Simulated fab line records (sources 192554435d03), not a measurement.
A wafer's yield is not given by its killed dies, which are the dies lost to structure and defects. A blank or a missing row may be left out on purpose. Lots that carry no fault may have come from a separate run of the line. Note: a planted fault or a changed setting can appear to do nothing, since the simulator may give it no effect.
Problem report, 8D (eight disciplines) form, completed by code	flow n5-finfet	the parts of the form that need people (team, actions taken, sign-off) are left out

== 1. WHAT IS WRONG ==
At N5_FIN_SAQP_ETCH_34, etch-rf-on-time-s averages 17.2 s over 2 wafers from 2 lots, while fault-free wafers read 15.0 s, standard deviation 0.31. Measured from the usual mean, that is +7.3 standard deviations.
The step: etches SiO2 in C4F6/O2, target depth 45 nm, time 15 s.
First seen on wafer L829.4, day 4 01:41, on rie-diel-01. At this step, 25 wafers from 9 lots have a number in the record. Rule for "out" (also "out of limits"): further than 4 standard deviations from the usual mean. All remaining wafers that have a number are taken as sound.

== 2. WHAT IT IS, WHAT IT ISN'T ==
question	is	is not
which readings at this step	etch-rf-on-time-s	chamber-pressure-mTorr, drypump-motor-current-A, oes_o_777_au, rf-vpp-V, showerhead-plenum-p-Torr, throttle-valve-pct
which lots	L829, L832	L822, L823, L825, L827, L836, L837, L843
which wafers of those lots	L829.4, L832.4	L829.5, L832.3
read on which tools	rie-diel-01	rie-diel-02, rie-diel-05
when	from day 4 01:41	up to then (13 sound wafers); but 10 sound wafers of L832, L836, L837, L843 came after

== 3. SUSPECTS, AND WHAT RULES EACH OUT ==
Counting: a tool at a process step up to the reading stays a suspect if it ran every lot that is out. Sound lots after the first of them don't rule it out here, since some wafers of a struck lot are sound.
- rie-diel-05 at N5_FIN_SAQP_STRIP_55 (strips in N2/H2): kept. Every lot that is out went through it, the first being L829 (day 3 22:14); the last sound lot it ran before that was L822 (day 2 04:41).
- rie-diel-01 at N5_FIN_SAQP_ETCH_34 (etches SiO2 in C4F6/O2, target depth 45 nm, time 15 s): kept. Every lot that is out went through it, the first being L829 (day 4 01:41); the last sound lot it ran before that was L827 (day 3 13:34). Its own etch-rf-on-time-s readings are out on those wafers.
- Within rie-diel-05 at N5_FIN_SAQP_STRIP_55: the wafers that are out ran in chambers 0, 3; their sound lot-mates ran in chamber 2.
- Within rie-diel-01 at N5_FIN_SAQP_ETCH_34: the wafers that are out ran in chambers 0, 1; their sound lot-mates ran in chamber 2.
Remaining after the count are rie-diel-05 at N5_FIN_SAQP_STRIP_55 and rie-diel-01 at N5_FIN_SAQP_ETCH_34.

== 4. THE CAUSE (what the simulator had put in) ==
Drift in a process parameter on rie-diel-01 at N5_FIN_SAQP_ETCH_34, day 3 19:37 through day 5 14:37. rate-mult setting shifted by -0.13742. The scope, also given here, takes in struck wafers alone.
This tool is one of the 2 suspects left after counting.

== 5. SEQUENCE OF EFFECTS, ordered by route ==
One row per reading whose mean, taken over the struck wafers that have a number, lies over 3 standard deviations from the usual. Readings are gone through only where the record gives a usual standard deviation; hours: the median, over the lots, of the time from a lot's start at the first step in this table giving one to that lot's start at this step; sigmas: the change measured in usual standard deviations.
hours	step	reading	usual	on struck wafers	change	sigmas
0	N5_FIN_SAQP_ETCH_34	etch-rf-on-time-s	15.0 s	17.2	+2.2	+7.3
The process steps in it:
- N5_FIN_SAQP_ETCH_34: etches SiO2 in C4F6/O2, target depth 45 nm, time 15 s.
Later steps that measure or inspect, where all struck wafers having a row at the step show a number for every such reading and not one has moved that far: N5_BEOL_M4_RC_MEAS_101.

== 6. HOW IT WOULD HAVE BEEN CAUGHT EARLIER ==
In this record the first reading out of limits was taken at day 4 01:41, 6 hours after the fault began at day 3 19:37.
